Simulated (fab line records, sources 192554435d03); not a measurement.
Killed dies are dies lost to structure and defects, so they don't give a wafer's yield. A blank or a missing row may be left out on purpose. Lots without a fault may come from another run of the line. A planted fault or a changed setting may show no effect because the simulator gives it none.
Which tool did it? | flow n5_finfet | 12 lots, 36 wafers sampled, at 5 steps of a route of 1938

WHAT THE GAUGES READ, wafer by wafer
The record holds no reading of a measuring or inspecting step that can be judged against a usual standard deviation.

WHICH TOOL RAN EACH LOT (tool, then ch and the chambers of the sampled wafers, then the start)
lot  | N5_BEOL_M7_PRE_CLEAN_45      | N5_BEOL_M7_SURFACE_TREAT_79  | N5_BEOL_M7_CMP_52             | N5_BEOL_M8_COAT_59                | N5_PASSIVATION_PROBE_49
L989 | pvd_sputter-03, day 11 05:47 | pvd_sputter-02, day 11 06:08 | cmp-04 ch 0,3, day 11 07:17   | litho_track-01 ch 0, day 11 11:59 | prober-01, day 14 10:36
L991 | pvd_sputter-03, day 11 05:52 | pvd_sputter-03, day 11 06:13 | cmp-02 ch 0,2,3, day 11 07:55 | litho_track-01 ch 0, day 11 12:04 | prober-02, day 14 15:54
L985 | pvd_sputter-03, day 11 06:19 | pvd_sputter-02, day 11 06:42 | cmp-02 ch 0,1,2, day 11 08:22 | litho_track-01 ch 0, day 11 12:13 | prober-01, day 14 19:46
L993 | pvd_sputter-03, day 11 14:50 | pvd_sputter-03, day 11 15:12 | cmp-01 ch 0,2,3, day 11 15:58 | litho_track-01 ch 0, day 11 17:53 | prober-01, day 14 20:57
L994 | pvd_sputter-02, day 12 00:34 | pvd_sputter-02, day 12 00:59 | cmp-04 ch 0,2,3, day 12 02:41 | litho_track-02 ch 0, day 12 04:29 | prober-01, day 15 06:05
L995 | pvd_sputter-03, day 12 02:17 | pvd_sputter-01, day 12 02:41 | cmp-04 ch 0,2, day 12 03:43   | litho_track-01 ch 0, day 12 06:44 | prober-02, day 15 01:00
L996 | pvd_sputter-01, day 12 02:49 | pvd_sputter-02, day 12 03:10 | cmp-02 ch 1,2,3, day 12 04:07 | litho_track-03 ch 0, day 12 06:49 | prober-01, day 15 06:27
L997 | pvd_sputter-01, day 12 21:48 | pvd_sputter-03, day 12 22:15 | cmp-02 ch 0,2,3, day 12 23:10 | litho_track-03 ch 0, day 13 01:21 | prober-02, day 16 00:29
L999 | pvd_sputter-02, day 13 18:56 | pvd_sputter-01, day 13 19:32 | cmp-04 ch 0,1,3, day 13 21:05 | litho_track-01 ch 0, day 13 22:44 | prober-01, day 16 22:21
L103 | pvd_sputter-03, day 14 04:48 | pvd_sputter-03, day 14 05:17 | cmp-04 ch 1,2, day 14 06:19   | litho_track-01 ch 0, day 14 09:22 | prober-02, day 17 15:04
L105 | pvd_sputter-01, day 15 10:48 | pvd_sputter-03, day 15 11:13 | cmp-01 ch 1,2,3, day 15 12:10 | litho_track-01 ch 0, day 15 13:33 | prober-02, day 18 20:46
L108 | pvd_sputter-02, day 15 20:10 | pvd_sputter-02, day 15 20:34 | cmp-01 ch 2,3, day 15 21:20   | litho_track-02 ch 0, day 16 02:21 | prober-01, day 19 00:41
- N5_BEOL_M7_PRE_CLEAN_45: time 30 s.
- N5_BEOL_M7_SURFACE_TREAT_79
- N5_BEOL_M7_CMP_52: polishes, stops on SiCOH lowk, t overpolish 6.9 s, target thk 80 nm.
- N5_BEOL_M8_COAT_59: time 60 s, resist thk 100 nm.
- N5_PASSIVATION_PROBE_49

WHAT THE TOOLS THEMSELVES READ (means of the sampled wafers that have a number; where no wafer has one, the mark that the record gives instead)
N5_BEOL_M7_PRE_CLEAN_45. Usual: heater_power_w 318 W, standard deviation 29.
lot  | tool           | heater_power_w (W) | flag
L989 | pvd_sputter-03 | 304                |
L991 | pvd_sputter-03 | 295                |
L985 | pvd_sputter-03 | 292                |
L993 | pvd_sputter-03 | 305                |
L994 | pvd_sputter-02 | 321                |
L995 | pvd_sputter-03 | 312                |
L996 | pvd_sputter-01 | 319                |
L997 | pvd_sputter-01 | 328                |
L999 | pvd_sputter-02 | 318                |
L103 | pvd_sputter-03 | 320                |
L105 | pvd_sputter-01 | 320                |
L108 | pvd_sputter-02 | 317                |

N5_BEOL_M7_CMP_52. Usual: barrier_field_endpoint_s 28.8 s, standard deviation 0.77; motor_current_A 6.2 A, standard deviation 0.48; overpolish_run_s 6.901 s, standard deviation 0.0087; time_to_endpoint_s 62 s, standard deviation 3.3.
lot  | tool   | barrier_field_endpoint_s (s) | motor_current_A (A) | overpolish_run_s (s) | time_to_endpoint_s (s) | flag
L989 | cmp-04 | 28.9                         | 6.6                 | 6.904                | 62                     |
L991 | cmp-02 | 28.0                         | 6.1                 | 6.902                | 60                     |
L985 | cmp-02 | 27.8                         | 6.3                 | 6.901                | 59                     |
L993 | cmp-01 | 29.2                         | 6.2                 | 6.899                | 63                     |
L994 | cmp-04 | 28.2                         | 6.4                 | 6.895                | 58                     |
L995 | cmp-04 | 28.1                         | 6.6                 | 6.905                | 59                     |
L996 | cmp-02 | 28.6                         | 5.8                 | 6.901                | 59                     |
L997 | cmp-02 | 28.2                         | 5.9                 | 6.901                | 60                     |
L999 | cmp-04 | 28.9                         | 6.3                 | 6.904                | 65                     |
L103 | cmp-04 | 29.0                         | 6.5                 | 6.903                | 63                     |
L105 | cmp-01 | 29.4                         | 5.8                 | 6.904                | 64                     |
L108 | cmp-01 | 29.6                         | 6.2                 | 6.898                | 62                     |

N5_BEOL_M8_COAT_59. Usual: exhaust_pa 44.9 Pa, standard deviation 0.76; spin_speed_rpm 1500.1 rpm, standard deviation 1.1.
lot  | tool           | exhaust_pa (Pa) | spin_speed_rpm (rpm) | flag
L989 | litho_track-01 | 44.4            | 1500.7               |
L991 | litho_track-01 | 44.8            | 1500.8               |
L985 | litho_track-01 | 44.7            | 1500.3               |
L993 | litho_track-01 | 45.7            | 1500.4               |
L994 | litho_track-02 | 44.2            | 1500.3               |
L995 | litho_track-01 | 45.5            | 1500.3               |
L996 | litho_track-03 | 44.3            | 1501.2               |
L997 | litho_track-03 | 45.3            | 1499.8               |
L999 | litho_track-01 | 44.2            | 1500.6               |
L103 | litho_track-01 | 45.4            | 1540.4               | OFF
L105 | litho_track-01 | 45.0            | 1539.1               | OFF
L108 | litho_track-02 | 45.6            | 1500.3               |

N5_PASSIVATION_PROBE_49. Usual: defect_limited_yield 91.7 %, standard deviation 1.5; killed_at_M0_to_M3 32, standard deviation 10; killed_at_M4_up 14, standard deviation 5.3; killed_at_contacts 13, standard deviation 5.7; killed_at_front_end 37, standard deviation 10; killed_at_other 3.3, standard deviation 2.5; killed_dies 98, standard deviation 18; killed_open 65, standard deviation 13; killed_short 31, standard deviation 7.5; sort_bin_5_function 4.9 %, standard deviation 0.91; sort_bin_6_memory 3.1 %, standard deviation 0.71; sort_bin_8_speed 0.00 %, standard deviation 0.017; sort_n_pass 1082, standard deviation 18; sort_yield_pct 91.7 %, standard deviation 1.5.
lot  | tool      | defect_limited_yield (%) | killed_at_M0_to_M3 | killed_at_M4_up | killed_at_contacts | killed_at_front_end | killed_at_other | killed_dies | killed_open | killed_short | sort_bin_5_function (%) | sort_bin_6_memory (%) | sort_bin_8_speed (%) | sort_n_pass | sort_yield_pct (%) | flag
L989 | prober-01 | 91.8                     | 35                 | 12              | 12                 | 37                  | 1.0             | 97          | 70          | 26           | 4.6                     | 3.5                   | 0.00                 | 1083        | 91.8               |
L991 | prober-02 | 91.6                     | 20                 | 18              | 16                 | 41                  | 3.7             | 100         | 66          | 31           | 4.6                     | 3.5                   | 0.00                 | 1080        | 91.6               |
L985 | prober-01 | 91.6                     | 20                 | 22              | 10                 | 43                  | 3.3             | 99          | 70          | 26           | 4.5                     | 3.6                   | 0.03                 | 1081        | 91.6               |
L993 | prober-01 | 92.3                     | 30                 | 10              | 8                  | 42                  | 0.7             | 91          | 54          | 37           | 4.6                     | 2.8                   | 0.00                 | 1089        | 92.3               |
L994 | prober-01 | 91.2                     | 29                 | 11              | 12                 | 49                  | 3.0             | 104         | 63          | 40           | 5.4                     | 3.0                   | 0.00                 | 1076        | 91.2               |
L995 | prober-02 | 90.1                     | 40                 | 14              | 25                 | 37                  | 2.7             | 117         | 81          | 33           | 5.4                     | 4.1                   | 0.00                 | 1063        | 90.1               |
L996 | prober-01 | 92.0                     | 31                 | 14              | 15                 | 28                  | 5.7             | 94          | 59          | 32           | 4.9                     | 2.7                   | 0.00                 | 1086        | 92.0               |
L997 | prober-02 | 90.3                     | 38                 | 15              | 18                 | 40                  | 2.7             | 114         | 74          | 36           | 5.7                     | 3.4                   | 0.00                 | 1066        | 90.3               |
L999 | prober-01 | 92.8                     | 21                 | 20              | 10                 | 31                  | 3.7             | 85          | 54          | 26           | 4.3                     | 2.5                   | 0.00                 | 1095        | 92.8               |
L103 | prober-02 | 93.3                     | 31                 | 10              | 12                 | 24                  | 2.0             | 79          | 52          | 27           | 3.8                     | 2.8                   | 0.00                 | 1101        | 93.3               |
L105 | prober-02 | 93.7                     | 25                 | 10              | 6                  | 31                  | 3.0             | 75          | 46          | 26           | 3.6                     | 2.3                   | 0.00                 | 1105        | 93.7               |
L108 | prober-01 | 93.3                     | 23                 | 18              | 13                 | 24                  | 1.3             | 79          | 54          | 25           | 4.2                     | 2.4                   | 0.00                 | 1101        | 93.3               |

THE ANSWER, worked out from the rows above alone
Rule: a lot is off if the mean of its wafers that have a number lies more than 3 standard deviations from the usual mean. A lot without any number at a reading at which 4 lots or more have one is off too. The other lots that the step has rows for count as sound. The gauges are gone through in route order, then the tools' own readings, and for those a lot's mean is taken as printed above. The first step at which some lot is off is used, and at that step the reading that is off furthest; a lot without a number counts as furthest.
Off: L103, L105, at N5_BEOL_M8_COAT_59 (spin_speed_rpm).
A tool fits if, at that step or a process step before it, it ran every lot that is off, and no sound lot after the first of them. Can't be told from this: 2 tools fit, pvd_sputter-03 at N5_BEOL_M7_SURFACE_TREAT_79, litho_track-01 at N5_BEOL_M8_COAT_59.

WHAT THE SIMULATOR HAD PUT IN
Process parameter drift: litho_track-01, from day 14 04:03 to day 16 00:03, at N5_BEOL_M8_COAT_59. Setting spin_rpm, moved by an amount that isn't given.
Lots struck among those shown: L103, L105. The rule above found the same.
